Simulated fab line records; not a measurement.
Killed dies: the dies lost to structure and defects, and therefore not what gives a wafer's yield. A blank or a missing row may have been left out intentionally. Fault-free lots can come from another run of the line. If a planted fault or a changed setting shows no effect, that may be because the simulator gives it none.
Matching of chambers | flow nandHarc | NHARC_A_STAIRCASE_DEP_417 on pecvd-01 has 3 sister chambers
The step deposits Si3N4, target thk 60 nm. 6 wafers are shown with their chamber, then 8 later ones without.

## EACH WAFER AND ITS CHAMBER
wafer  | chamber | heaterPowerW (W) | rfFwdPowerW (W)
L078.6 | 2       | 866              | 450.0
L081.2 | 1       | 768              | 449.4
L080.2 | 2       | 865              | 450.0
L080.3 | 1       | 725              | 452.1
L080.5 | 0       | 695              | 448.1
L082.1 | 0       | 723              | 448.1

## WAFERS MISSING THEIR CHAMBER
wafer  | heaterPowerW (W) | rfFwdPowerW (W)
L082.2 | 809              | 449.7
L082.4 | 822              | 451.0
L090.1 | 807              | 451.3
L090.2 | 820              | 448.4
L090.6 | 837              | 447.3
L093.2 | 870              | 450.1
L093.5 | 907              | 449.8
L093.6 | 757              | 447.0

## EACH ONE'S CHAMBER
wafer  | from the rows above     | in truth
L082.2 | can't be placed: 2 or 1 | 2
L082.4 | can't be placed: 2 or 1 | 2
L090.1 | can't be placed: 1 or 2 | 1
L090.2 | can't be placed: 2 or 1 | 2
L090.6 | 2                       | 2
L093.2 | 2                       | 2
L093.5 | 2                       | 2
L093.6 | can't be placed: 0 or 1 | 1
Correct placement for 3 of the 8. Unplaceable from these rows: 5, with the true chamber sitting among the candidates in 5. 0 placed wrongly.
How it was worked out, from the rows above alone: a wafer's distance from a chamber is the root of the sum, over the readings, of the square of ((its reading less the chamber's mean) divided by the reading's scatter). If the next closest chamber is less than 2 further off than the closest, the wafer can't be placed; otherwise it belongs to the closest. A chamber's mean is the mean of its shown wafers. The scatter: take each reading less its chamber's mean, square it, sum over the shown wafers, divide by the number of wafers less the number of chambers, and take the root.
